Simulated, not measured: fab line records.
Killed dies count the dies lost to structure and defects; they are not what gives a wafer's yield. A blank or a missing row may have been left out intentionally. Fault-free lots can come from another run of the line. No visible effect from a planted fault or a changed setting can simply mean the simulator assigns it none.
fab line records | flow nand_harc
[record] lots = 6 | wafers = 18 | last_day = 25
route steps=1159 shown THIN_TSV@1112 END@1159
lots untouched by any fault: they come from a run of this same line in which no faults occurred
start_h: hours from the record's opening day to when the first of the lot's shown wafers began | wait_h: time in hours since the lot's previous step | " as in the row above | L1.1+2: one row covering several wafers at once | - no value, or no start given | * or withheld: withheld | < > ~ a bound
route shown NAME@n: a module of which the file shows steps, and the number in the route of the first | usual: average and standard deviation across the fault-free wafers | same: alike in all rows | chamber/n: place in a boat | sites: each site's reading | _std_site: the standard deviation of these | _edge_site: outer sites' mean less inner sites' | radius_mm: how far each site lies from the wafer's centre | mask NAME#n: copy n | behind: the most recent tool/chamber to have shaped the wafer | hold: what put the lot on hold/how long, in hours/how the hold closed | device: whichever transistor did not switch (one of n, p or np) | end of line: the route-end tests of the same wafers | a step without rows: its recipe alone | killed: the dies lost at the first sort to structure and to defects; this is not the yield of the wafer | map: shows each die of a wafer: x if killed, . if not, _ if none is there
set.NAME: the setting as run; set.NAME@STEP: as run at that earlier step | model.NAME: the simulator's own value behind a step, which no gauge read
lots seen at some steps along the route; tables by step, rows by wafer
services: from which hour (start_h, from the record's first day; less than 0 if before it) a tool's chamber was out of use, for how many hours, and why
[[steps]]
[step NHARC_THIN_TSV_EBR_08]
[step NHARC_THIN_TSV_EXPOSE_09]
[recipe] na = 0.55 | dose_mj = 30.7 | mask_id = TSV
[step NHARC_THIN_TSV_PEB_10]
[recipe] peb_temp_c = 118 | peb_time_s = 85
[step NHARC_THIN_TSV_DEVELOP_11]
[recipe] time_s = 70
[step NHARC_THIN_TSV_CD_MEAS_12]
[recipe] target_cd_nm = 1000 | landing_energy_ev = 500
[usual] cd_nm = 999.5/1.9
lot.wafer | tool      | chamber | start_h | wait_h | cd_nm
L211.1    | cd_sem-03 | 0       | 429.77  | -      | 1000.6
L211.2    | "         | 0       | "       | "      | 1001.3
L211.6    | "         | 0       | "       | "      | 998.6
L221.2    | cd_sem-03 | 0       | 479.97  | -      | 1001.1
L221.5    | "         | 0       | "       | "      | 998.8
L221.6    | "         | 0       | "       | "      | 999.9
L227.2    | cd_sem-02 | 0       | 519.95  | -      | 999.4
L227.3    | "         | 0       | "       | "      | 1000.3
L227.6    | "         | 0       | "       | "      | 1000.7
L230.2    | cd_sem-02 | 0       | 532.61  | -      | 994.6
L230.4    | "         | 0       | "       | "      | 998.7
L230.6    | "         | 0       | "       | "      | 998.1
L232.2    | cd_sem-03 | 0       | 571.85  | -      | 996.4
L232.4    | "         | 0       | "       | "      | 1000.8
L232.6    | "         | 0       | "       | "      | 999.8
L233.1    | cd_sem-03 | 0       | 579.63  | -      | 1002.6
L233.3    | "         | 0       | "       | "      | 998.8
L233.6    | "         | 0       | "       | "      | 1001.4
[step NHARC_THIN_TSV_HARDBAKE_13]
[recipe] temp_c = 125 | time_s = 80
[step NHARC_THIN_TSV_DESCUM_14]
[recipe] time_s = 3 | o2_flow_sccm = 200 | ar_flow_sccm = 0 | bias_power_w = 0 | chemistry = O2
[step NHARC_THIN_TSV_ETCH_44]
[recipe] target_depth_a = 15942 | time_s = 797.1 | cf4_flow_sccm = 150 | o2_flow_sccm = 10 | ar_flow_sccm = 0 | rf_w = 300 | bias_w = 800 | chemistry = CF4/O2
[usual] drypump_motor_current_A = 5.6/0.53 | oes_product_au = 0.997/0.0098 | rf_vpp_V = 793/4.3 | showerhead_plenum_p_Torr = 1.80/0.067 | throttle_valve_pct = 16.914/0.0086
lot.wafer | tool        | chamber | start_h | wait_h | drypump_motor_current_A | oes_product_au | rf_hours_counter_h | rf_vpp_V | showerhead_plenum_p_Torr | throttle_valve_pct
L211.2    | rie_diel-03 | 0       | 430.13  | 0.2    | 5.4                     | 0.991          | 2                  | 787      | 1.71                     | 16.898
L211.1    | "           | 1       | "       | "      | 5.4                     | 0.998          | 4                  | 789      | 1.76                     | 16.920
L211.6    | "           | 3       | "       | "      | 5.7                     | 1.002          | -                  | 800      | 1.91                     | 16.921
L221.2    | rie_diel-07 | 3       | 480.27  | 0.1    | 6.7                     | 1.002          | 4                  | 788      | 1.75                     | 16.920
L221.6    | "           | 2       | "       | "      | 6.6                     | 1.014          | -                  | 793      | 1.80                     | 16.923
L221.5    | "           | 3       | "       | "      | 6.6                     | 1.005          | -                  | 790      | 1.75                     | 16.926
L227.3    | rie_diel-03 | 3       | 520.30  | 0.2    | 5.7                     | 1.009          | 14                 | 798      | 1.91                     | 16.900
L227.2    | "           | 0       | "       | "      | 5.5                     | 0.987          | 11                 | 788      | 1.71                     | 16.925
L227.6    | "           | 2       | "       | "      | 6.3                     | 0.991          | -                  | 797      | 1.87                     | 16.911
L230.2    | rie_diel-03 | 0       | 532.91  | 0.1    | 5.5                     | 0.985          | 12                 | 786      | 1.71                     | 16.913
L230.4    | "           | 1       | "       | "      | 5.4                     | 1.001          | 15                 | 790      | 1.76                     | 16.914
L230.6    | "           | 0       | "       | "      | 5.5                     | 1.000          | -                  | 787      | 1.71                     | 16.910
L232.2    | rie_diel-01 | 3       | 572.09  | 0.1    | 5.3                     | 1.005          | 4                  | 786      | 1.72                     | 16.901
L232.4    | "           | 2       | "       | "      | 5.7                     | 0.996          | 4                  | 795      | 1.83                     | 16.920
L232.6    | "           | 0       | "       | "      | 5.0                     | 0.997          | -                  | 795      | 1.84                     | 16.910
L233.3    | rie_diel-07 | 2       | 579.87  | 0.1    | 6.6                     | 1.002          | 10                 | 791      | 1.80                     | 16.897
L233.1    | "           | 3       | "       | "      | 6.6                     | 1.014          | 10                 | 790      | 1.74                     | 16.908
L233.6    | "           | 2       | "       | "      | 6.5                     | 0.999          | -                  | 791      | 1.80                     | 16.903
[step NHARC_THIN_TSV_ETCH_15]
[recipe] target_depth_a = 30000 | bosch_target_overetch_cycles = 2 | bosch_etch_step_s = 2.8 | bosch_dep_step_s = 1.2 | bosch_cycles = 14
[usual] drypump_motor_current_A = 5.9/0.56
lot.wafer | tool      | chamber | start_h | wait_h | drypump_motor_current_A | rf_hours_counter_h
L211.1    | rie_si-06 | 0       | 430.59  | -      | 6.6                     | 0.5
L211.2    | "         | 3       | "       | "      | 5.8                     | 0.4
L211.6    | "         | 0       | "       | "      | 6.6                     | -
L221.2    | rie_si-03 | 1       | 480.79  | -      | 6.4                     | 1.5
L221.6    | "         | 1       | "       | "      | 6.4                     | -
L221.5    | "         | 3       | "       | "      | 5.3                     | -
L227.2    | rie_si-06 | 3       | 520.77  | -      | 5.8                     | 1.3
L227.3    | "         | 0       | "       | "      | 6.6                     | 1.3
L227.6    | "         | 2       | "       | "      | 5.7                     | -
L230.4    | rie_si-03 | 1       | 533.45  | -      | 6.4                     | 0.1
L230.2    | "         | 2       | "       | "      | 6.7                     | 0.1
L230.6    | "         | 0       | "       | "      | 6.2                     | -
L232.2    | rie_si-03 | 3       | 572.66  | -      | 5.3                     | 0.3
L232.4    | "         | 0       | "       | "      | 6.2                     | 0.3
L232.6    | "         | 3       | "       | "      | 5.3                     | -
L233.1    | rie_si-05 | 1       | 580.44  | -      | 5.8                     | 1.2
L233.3    | "         | 3       | "       | "      | 5.0                     | 1.4
L233.6    | "         | 2       | "       | "      | 5.0                     | -
[step NHARC_THIN_TSV_CD_MEAS_16]
[usual] cd_nm = 999.6/2
lot.wafer | tool      | chamber | start_h | wait_h | cd_nm
L211.1    | cd_sem-03 | -       | 430.73  | 0.1    | 1002.2
L211.2    | "         | -       | "       | "      | 1000.9
L211.6    | "         | -       | "       | "      | 998.1
L221.2    | cd_sem-01 | -       | 480.96  | 0.2    | 1001.0
L221.5    | "         | -       | "       | "      | 999.0
L221.6    | "         | -       | "       | "      | 1000.6
L227.2    | cd_sem-03 | -       | 520.91  | 0.1    | 998.0
L227.3    | "         | -       | "       | "      | 1000.3
L227.6    | "         | -       | "       | "      | 1000.6
L230.2    | cd_sem-01 | -       | 533.57  | 0.1    | 993.7
L230.4    | "         | -       | "       | "      | 999.6
L230.6    | "         | -       | "       | "      | 997.3
L232.2    | cd_sem-01 | -       | 572.81  | 0.1    | 996.1
L232.4    | "         | -       | "       | "      | 1000.5
L232.6    | "         | -       | "       | "      | 999.2
L233.1    | cd_sem-02 | -       | 580.59  | 0.1    | 1003.6
L233.3    | "         | -       | "       | "      | 999.9
L233.6    | "         | -       | "       | "      | 1001.5
[step NHARC_THIN_TSV_STRIP_45]
[recipe] power_w = 1500 | temp_c = 250 | chemistry = O2
[usual] drypump_motor_current_A = 5.77/0.043 | heater_power_w = 339/25
lot.wafer | tool            | chamber | start_h | wait_h | drypump_motor_current_A | heater_power_w | rf_hours_counter_h
L211.1    | plasma_asher-01 | 1       | 430.81  | 0.1    | 5.75                    | 321            | 47
L211.2    | "               | 0       | "       | "      | 5.76                    | 362            | 47
L211.6    | "               | 0       | "       | "      | 5.77                    | 369            | -
L221.2    | plasma_asher-02 | 0       | 481.08  | 0.1    | 5.81                    | 313            | 42
L221.5    | "               | 1       | "       | "      | 5.71                    | 356            | -
L221.6    | "               | 0       | "       | "      | 5.83                    | 304            | -
L227.2    | plasma_asher-01 | 1       | 520.98  | 0.1    | 5.79                    | 319            | 19
L227.3    | "               | 0       | "       | "      | 5.75                    | 364            | -
L227.6    | "               | 1       | "       | "      | 5.75                    | 332            | -
L230.2    | plasma_asher-01 | 0       | 533.71  | 0.1    | 5.74                    | 378            | 23
L230.4    | "               | 1       | "       | "      | 5.75                    | 327            | -
L230.6    | "               | 1       | "       | "      | 5.73                    | 324            | -
L232.2    | plasma_asher-02 | 0       | 572.88  | 0.1    | 5.86                    | 316            | 8
L232.4    | "               | 1       | "       | "      | 5.73                    | 357            | -
L232.6    | "               | 1       | "       | "      | 5.73                    | 352            | -
L233.1    | plasma_asher-02 | 0       | 580.71  | 0.1    | 5.84                    | 304            | 11
L233.3    | "               | 0       | "       | "      | 5.83                    | 312            | -
L233.6    | "               | 0       | "       | "      | 5.86                    | 314            | -
[step NHARC_THIN_TSV_STRIP_46]
[recipe] time_s = 1200 | temp_c = 72.5 | chemistry = post_etch_residue_remover
[step NHARC_THIN_TSV_DEP_47]
[recipe] target_thk_a = 2000 | temp_c = withheld | pressure_torr = 6.5 | rf_w = 900 | teos_flow_sccm = 161.4 | flow_sccm = 2650 | target_thk_nm = 200 | gas = O2 | material = SiO2
[usual] throttle_valve_pct = 16.0/0.61
lot.wafer | tool     | chamber | start_h | wait_h | throttle_valve_pct
L211.2    | pecvd-04 | 0       | 431.67  | -      | 16.4
L211.1    | "        | 1       | "       | "      | 16.5
L211.6    | "        | 2       | "       | "      | 15.5
L221.2    | pecvd-01 | 2       | 481.92  | -      | 16.3
L221.5    | "        | 0       | "       | "      | 15.0
L221.6    | "        | 2       | "       | "      | 16.1
L227.2    | pecvd-04 | 0       | 521.87  | -      | 16.6
L227.3    | "        | 1       | "       | "      | 16.8
L227.6    | "        | 2       | "       | "      | 15.7
L230.2    | pecvd-04 | 0       | 534.61  | -      | 16.5
L230.6    | "        | 2       | "       | "      | 15.6
L230.4    | "        | 0       | "       | "      | 16.7
L232.2    | pecvd-02 | 0       | 573.82  | -      | 16.4
L232.4    | "        | 1       | "       | "      | 15.3
L232.6    | "        | 2       | "       | "      | 15.3
L233.3    | pecvd-01 | 0       | 581.47  | -      | 15.3
L233.1    | "        | 1       | "       | "      | 16.2
L233.6    | "        | 2       | "       | "      | 16.5
[step NHARC_THIN_TSV_ETCHBACK_48]
[recipe] target_depth_a = 10285 | over_etch_frac = 0.3 | time_s = 405.17 | ion_energy_ev = 250 | c4f8_flow_sccm = withheld | ar_flow_sccm = withheld | rf_w = 600 | bias_w = 300 | chemistry = C4F8/Ar
[step NHARC_THIN_TSV_STRIP_62]
[recipe] power_w = 1500 | temp_c = 250 | time_s = 20 | chemistry = N2/H2
[step NHARC_THIN_TSV_DEGAS_49]
[recipe] temp_c = 300 | time_s = 120
[step NHARC_THIN_TSV_PRE_CLEAN_50]
[recipe] time_s = 30 | temp_c = 280 | gas = H2/He
[step NHARC_THIN_TSV_PVD_19]
[recipe] target_thk_a = 200 | chamber_pressure_pa = 5 | material = TaN
[step NHARC_THIN_TSV_PVD_51]
[recipe] target_thk_a = 1000 | chamber_pressure_pa = 5 | material = Cu
[usual] throttle_valve_pct = 30.0/0.68
lot.wafer | tool           | chamber | start_h | wait_h | throttle_valve_pct
L211.2    | pvd_sputter-01 | -       | -       | -      | 29.2
L211.1    | "              | -       | "       | "      | 29.4
L211.6    | "              | -       | "       | "      | 29.5
L221.2    | pvd_sputter-03 | -       | -       | -      | 29.6
L221.5    | "              | -       | "       | "      | 30.2
L221.6    | "              | -       | "       | "      | 29.9
L227.2    | pvd_sputter-02 | -       | -       | -      | 29.0
L227.3    | "              | -       | "       | "      | 30.4
L227.6    | "              | -       | "       | "      | 29.1
L230.4    | pvd_sputter-02 | -       | -       | -      | 29.5
L230.2    | "              | -       | "       | "      | 30.9
L230.6    | "              | -       | "       | "      | 29.5
L232.2    | pvd_sputter-01 | -       | -       | -      | 29.6
L232.4    | "              | -       | "       | "      | 29.5
L232.6    | "              | -       | "       | "      | 29.5
L233.3    | pvd_sputter-01 | -       | -       | -      | 29.4
L233.1    | "              | -       | "       | "      | 31.7
L233.6    | "              | -       | "       | "      | 29.2
[step NHARC_THIN_TSV_ECD_20]
[recipe] target_thk_a = 20000 | material = Cu
[step NHARC_THIN_TSV_ANNEAL_52]
[recipe] temp_c = 225 | time_s = 90
[step NHARC_THIN_TSV_CMP_21]
[recipe] t_overpolish_s = 30 | target_thk_nm = 2000
[step NHARC_THIN_TSV_SRD_23]
[step NHARC_THIN_TSV_DEGAS_53]
[recipe] temp_c = 300 | time_s = 60
[step NHARC_THIN_TSV_PRE_CLEAN_54]
[recipe] time_s = 30 | temp_c = 280 | gas = H2/He
[usual] heater_power_w = 425/44
lot.wafer | tool           | chamber | start_h | wait_h | heater_power_w
L211.2    | pvd_sputter-01 | -       | 434.63  | 0.0    | 424
L211.1    | "              | -       | "       | "      | 455
L211.6    | "              | -       | "       | "      | 442
L221.2    | pvd_sputter-03 | -       | 484.87  | 0.1    | 377
L221.5    | "              | -       | "       | "      | 478
L221.6    | "              | -       | "       | "      | 457
L227.3    | pvd_sputter-01 | -       | 524.85  | 0.1    | 479
L227.2    | "              | -       | "       | "      | 433
L227.6    | "              | -       | "       | "      | 367
L230.2    | pvd_sputter-02 | -       | 537.71  | 0.1    | 408
L230.4    | "              | -       | "       | "      | 503
L230.6    | "              | -       | "       | "      | 413
L232.2    | pvd_sputter-03 | -       | 576.72  | 0.0    | 400
L232.4    | "              | -       | "       | "      | 466
L232.6    | "              | -       | "       | "      | 392
L233.3    | pvd_sputter-01 | -       | 584.53  | 0.1    | 439
L233.1    | "              | -       | "       | "      | 378
L233.6    | "              | -       | "       | "      | 392
[step NHARC_THIN_TSV_PVD_55]
[recipe] target_thk_a = 500 | material = TiN
[step NHARC_THIN_TSV_PVD_24]
[recipe] target_thk_a = 8000 | power_w = withheld | chamber_pressure_pa = withheld | substrate_temp_c = withheld | time_s = withheld | gas = Ar | material = Al
[step NHARC_THIN_TSV_DEHYDRATE_25]
[recipe] temp_c = 150 | time_s = 120
[step NHARC_THIN_TSV_HMDS_26]
[recipe] time_s = 30
[step NHARC_THIN_TSV_COAT_27]
[recipe] spin_rpm = *
[step NHARC_THIN_TSV_SOFTBAKE_28]
[recipe] temp_c = 122 | time_s = 95
[step NHARC_THIN_TSV_EBR_29]
[step NHARC_THIN_TSV_EXPOSE_30]
[recipe] na = 0.55 | dose_mj = 11.47 | mask_id = PAD
[step NHARC_THIN_TSV_PEB_31]
[recipe] peb_temp_c = 118 | peb_time_s = 85
[step NHARC_THIN_TSV_DEVELOP_32]
[recipe] time_s = 70
[step NHARC_THIN_TSV_CD_MEAS_33]
[recipe] target_cd_nm = 5000 | landing_energy_ev = 500
[usual] cd_nm = 5000.8/1.9
lot.wafer | tool      | chamber | start_h | wait_h | cd_nm
L211.1    | cd_sem-01 | 0       | 435.57  | -      | 5000.3
L211.2    | "         | 0       | "       | "      | 4999.9
L211.6    | "         | 0       | "       | "      | 5002.9
L221.2    | cd_sem-01 | 0       | 485.92  | -      | 5002.0
L221.5    | "         | 0       | "       | "      | 5001.3
L221.6    | "         | 0       | "       | "      | 5001.3
L227.2    | cd_sem-03 | 0       | 525.78  | -      | 5000.8
L227.3    | "         | 0       | "       | "      | 4998.9
L227.6    | "         | 0       | "       | "      | 5000.7
L230.2    | cd_sem-01 | 0       | 538.65  | -      | 4997.3
L230.4    | "         | 0       | "       | "      | 4999.5
L230.6    | "         | 0       | "       | "      | 4998.6
L232.2    | cd_sem-02 | 0       | 577.79  | -      | 4996.6
L232.4    | "         | 0       | "       | "      | 4999.5
L232.6    | "         | 0       | "       | "      | 4999.2
L233.1    | cd_sem-02 | 0       | 585.57  | -      | 5006.3
L233.3    | "         | 0       | "       | "      | 5005.5
L233.6    | "         | 0       | "       | "      | 5004.8
[step NHARC_THIN_TSV_HARDBAKE_34]
[recipe] temp_c = 125 | time_s = 80
[step NHARC_THIN_TSV_DESCUM_35]
[recipe] time_s = 3 | o2_flow_sccm = 200 | ar_flow_sccm = 0 | bias_power_w = 0 | chemistry = O2
[step NHARC_THIN_TSV_ETCH_59]
[recipe] target_depth_a = 8800 | icp_w = 900 | bias_w = 100 | Cl2_flow_sccm = 60 | bcl3_flow_sccm = 30 | time_s = 138.1 | chemistry = Cl2/BCl3
[step NHARC_THIN_TSV_ETCH_36]
[recipe] target_depth_a = 650 | over_etch_frac = 0.3 | time_s = 18.571 | ion_energy_ev = 150 | chemistry = Cl2/BCl3
[step NHARC_THIN_TSV_STRIP_56]
[recipe] power_w = 1500 | temp_c = 250 | chemistry = O2
[step NHARC_END_SORT_01]
[recipe] temp_c = 25
[usual] defect_limited_yield = 95.3/1.7 | killed_at_array = 28/11 | killed_at_other = 0.7/1.1 | killed_at_periphery = 2.9/2 | killed_dies = 32/11 | killed_open = 3.2/1.8 | killed_short = 2.0/1.4 | sort_bin_2_pct = 1.5/0.67 | sort_bin_3_pct = 0.28/0.24 | sort_bin_4_pct = 2.9/1.1 | sort_n_pass = 645/11 | sort_rim_yield_pct = 95.7/2.6 | sort_yield_pct = 95.3/1.7
[same] gross_dies = 677 | sort_bin_5_pct[%] = 0 | sort_bin_6_pct[%] = 0 | sort_bin_7_pct[%] = 0 | sort_bin_8_pct[%] = 0 | sort_rim_n_gross = 106.00
lot.wafer | tool      | chamber | start_h | wait_h | defect_limited_yield[%] | killed_at_array | killed_at_other | killed_at_periphery | killed_dies | killed_open | killed_short | sort_bin_2_pct[%] | sort_bin_3_pct[%] | sort_bin_4_pct[%] | sort_n_pass | sort_rim_yield_pct[%] | sort_yield_pct[%]
L227.6    | prober-02 | 0       | 538.05  | 4.0    | 87.1                    | 28              | 54              | 5                   | 87          | 6           | 2            | 4.0               | 3.25              | 5.6               | 590         | 81.1                  | 87.1
L230.2    | prober-01 | 0       | 548.69  | 2.8    | 96.6                    | 19              | 1               | 3                   | 23          | 3           | 1            | 1.0               | 0.15              | 2.2               | 654         | 95.3                  | 96.6
L230.4    | prober-01 | 0       | 550.29  | 3.4    | 97.5                    | 15              | 1               | 1                   | 17          | 2           | 1            | 0.9               | 0                 | 1.6               | 660         | 93.4                  | 97.5
L230.6    | prober-01 | 0       | 551.89  | 4.0    | 91.3                    | 14              | 43              | 2                   | 59          | 0           | 0            | 3.0               | 3.10              | 2.7               | 618         | 82.1                  | 91.3
L232.2    | prober-02 | 0       | 587.58  | 2.8    | 95.1                    | 28              | 1               | 4                   | 33          | 5           | 5            | 1.8               | 0                 | 3.1               | 644         | 94.3                  | 95.1
L232.4    | prober-02 | 0       | 589.19  | 3.4    | 97.6                    | 13              | 0               | 3                   | 16          | 2           | 1            | 0.6               | 0.15              | 1.6               | 661         | 98.1                  | 97.6
L232.6    | prober-02 | 0       | 590.80  | 4.0    | 96.2                    | 22              | 2               | 2                   | 26          | 3           | 0            | 0.4               | 0.15              | 3.2               | 651         | 95.3                  | 96.2
// killed by level:class
L227.6 THIN_TSV:unspecified=50 A_SLIT:chamber_film_flake=11 P_ZERO_WELL:chamber_film_flake=4 A_CHANNEL_HOLE_D1:chamber_film_flake=4 THIN_TSV:chamber_film_flake=4 A_STAIRCASE:chamber_film_flake=3 A_CONTACT:chamber_film_flake=3 A_CONTACT:geometric_particle:open=2
L230.2 A_CHANNEL_HOLE_D1:chamber_film_flake=7 A_CONTACT:chamber_film_flake=3 A_M0:geometric_particle:open=2 A_WL_FILL:chamber_film_flake=2 A_M0:chamber_film_flake=2 P_CONTACT:geometric_particle:short=1 A_CHANNEL_FILL_D1:geometric_particle:open=1 P_STI:chamber_film_flake=1
L230.4 A_STAIRCASE:chamber_film_flake=6 A_CHANNEL_HOLE_D1:chamber_film_flake=3 A_CONTACT:chamber_film_flake=2 P_M1:geometric_particle:short=1 A_STAIRCASE:geometric_particle:open=1 A_SGD_CUT:geometric_particle:open=1 A_WL_FILL:chamber_film_flake=1 A_SLIT:chamber_film_flake=1
L230.6 THIN_TSV:unspecified=42 A_CHANNEL_HOLE_D1:chamber_film_flake=6 A_CONTACT:chamber_film_flake=3 P_GATE:chamber_film_flake=2 A_STAIRCASE:chamber_film_flake=2 A_WL_FILL:chamber_film_flake=2 A_M0:chamber_film_flake=1 THIN_TSV:chamber_film_flake=1
L232.2 A_CHANNEL_HOLE_D1:chamber_film_flake=9 A_CONTACT:chamber_film_flake=6 A_CHANNEL_FILL_D1:geometric_particle:short=2 A_CHANNEL_FILL_D1:chamber_film_flake=2 A_STAIRCASE:chamber_film_flake=2 A_SLIT:chamber_film_flake=2 P_M0:geometric_particle:short=1 P_M0:geometric_particle:open=1
L232.4 A_CHANNEL_HOLE_D1:chamber_film_flake=6 A_STAIRCASE:chamber_film_flake=2 P_GATE:geometric_particle:short=1 A_CHANNEL_FILL_D1:geometric_particle:open=1 A_BLC:geometric_particle:open=1 P_GATE:chamber_film_flake=1 P_M0:chamber_film_flake=1 A_CHANNEL_FILL_D1:chamber_film_flake=1
L232.6 A_CHANNEL_HOLE_D1:chamber_film_flake=8 A_CONTACT:chamber_film_flake=4 A_STAIRCASE:chamber_film_flake=3 A_SLIT:chamber_film_flake=3 A_CHANNEL_FILL_D1:chamber_film_flake=2 THIN_TSV:chamber_film_flake=2 P_GATE:geometric_particle:open=1 A_WL_FILL:geometric_particle:open=1
// map L227.6 (x killed, . not)
____________.____________
_________......._________
_______....x......_______
______............x______
_____..............._____
____xx...........xx.x____
____xx.............xx____
___xxx.............x..___
___xxx...........x....___
__xxxxx............xxxx__
__xxxxx.x..............__
_xxxxx..x.......x......._
_xxxxx.............xx..._
_xxxxx............x.x..._
_xxxx..................._
_xxxx.................x._
xxxx.x...................
xxx........x.......x.....
.xx.................x....
..................x......
.x.......................
_......................._
_......................._
_............x.x........_
_......................._
_......................._
__....x.....x..........__
__.....................__
___...................___
___............x......___
____........x.x......____
____.x...............____
_____..............._____
______.............______
_______..........._______
_________......._________
____________.____________
// map L230.6 (x killed, . not)
____________.____________
_________......._________
_______..........._______
______.............______
_____..............._____
____.................____
____.................____
___xxx................___
___xxx................___
__xxxx.................__
__xxx.x................__
_xxxxx.................._
_xxxxx............x....._
_xxxx..................._
_xxxx....x.............._
_xxx.x.........x........_
xxxxx....................
x........................
.........................
.x...........x...........
.........................
_......................._
_......................._
_......................._
_.x....................._
_......................._
__....................x__
__...................x.__
___.................x.___
___...................___
____..x...........x..____
____...............x.____
_____x............x._____
______.x...........______
_______.........xx_______
_________......._________
____________.____________
[[services]]
tool            | chamber | start_h | hours | kind
rie_diel-03     | 0       | 417.05  | 9.7   | repair
pvd_sputter-03  | -       | 418.19  | 5.3   | repair
rie_si-03       | -       | 422.47  | 0.2   | repair
rie_diel-03     | -       | 428.97  | 0.8   | repair
pvd_sputter-03  | -       | 431.64  | 1.4   | repair
rie_diel-03     | 1       | 442.17  | 2.5   | repair
plasma_asher-01 | -       | 453.36  | 9.0   | pm
pvd_sputter-03  | -       | 458.00  | 10.0  | pm
rie_diel-03     | 3       | 472.58  | 4.9   | repair
rie_si-03       | 0       | 475.36  | 7.6   | repair
rie_diel-03     | 0       | 479.40  | 12.8  | repair
plasma_asher-01 | -       | 483.68  | 0.7   | repair
rie_si-03       | 2       | 492.18  | 4.3   | repair
rie_si-03       | -       | 509.00  | 9.0   | pm
pvd_sputter-01  | -       | 514.05  | 10.0  | pm
plasma_asher-01 | -       | 523.38  | 0.7   | repair
plasma_asher-02 | -       | 537.67  | 9.0   | pm
pvd_sputter-03  | -       | 547.26  | 8.7   | repair
pecvd-04        | -       | 557.32  | 13.0  | pm
pvd_sputter-02  | -       | 568.32  | 1.8   | repair
rie_diel-03     | -       | 569.30  | 9.0   | pm
pvd_sputter-02  | -       | 573.57  | 10.0  | pm
pecvd-04        | 0       | 577.13  | 5.2   | repair
pecvd-04        | 1       | 581.93  | 2.9   | repair
[[key]]
[first_sign] step = NHARC_END_SORT_01 | reading = killed_at_other | direction = up | sigmas = 45 | usual = 0.7 | struck = 48.5
[effect] step = NHARC_END_SORT_01 | reading = defect_limited_yield | direction = down | sigmas = 3.6 | usual = 95.3 | struck = 89.2
[more_kills_born_at] NHARC_THIN_TSV_DEP_47@pecvd-04 = 92
met_at NHARC_THIN_TSV_DEP_47
struck_wafers L227.6,L230.6
onset_between 431.67 521.87
[fault] kind = chamber_particle_source | tool = pecvd-04 | chamber = 2 | onset_h = 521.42 | steps = NHARC_THIN_TSV_DEP_47 | rate_per_visit_cm2 = 1.5049 | end_h = 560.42
